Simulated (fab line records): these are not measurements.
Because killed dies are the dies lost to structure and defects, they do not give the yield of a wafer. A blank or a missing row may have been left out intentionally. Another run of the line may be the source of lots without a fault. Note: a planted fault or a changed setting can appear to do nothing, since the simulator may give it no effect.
Matching of chambers ; flow n5 finfet ; 4 sister chambers for N5_SDB_ETCH_25 on rie diel-04
The step etches SiO2 in C4F6/O2, target depth 10 nm, time 3.3 s. 4 wafers are shown with their chamber, then 9 later ones without.

WAFERS WITH THEIR CHAMBER
wafer;chamber;rf vpp V (V)
L076.6;0;677
L086.1;2;645
L086.2;1;680
L086.5;3;707

WAFERS WITHOUT THEIR CHAMBER
wafer;rf vpp V (V)
L094.1;643
L094.3;706
L094.5;689
L095.3;707
L095.4;644
L095.5;707
L096.3;691
L096.5;646
L096.6;690

CHAMBER TAKEN BY EACH
wafer;from the rows above;in truth
L094.1;2;2
L094.3;3;3
L094.5;can't be placed: 1 or 0 or 3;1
L095.3;3;3
L095.4;2;2
L095.5;3;3
L096.3;can't be placed: 1 or 0 or 3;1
L096.5;2;2
L096.6;can't be placed: 1 or 0 or 3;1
Correctly placed: 6 of 9. Cannot be placed on the basis of these rows: 3; the candidates contain the true chamber in 3. Number placed wrongly: 0.
How it was worked out, from the rows above alone: a wafer's distance from a chamber is the root of the sum, over the readings, of the square of ((its reading less the chamber's mean) divided by the reading's scatter). The wafer belongs to the nearest chamber; if the next one is less than 2 further off, it can't be placed. Each chamber's mean is taken over the wafers shown for it. The scatter: root of mean squared gap, hidden wafer to nearest shown wafer, with one shown wafer a chamber.
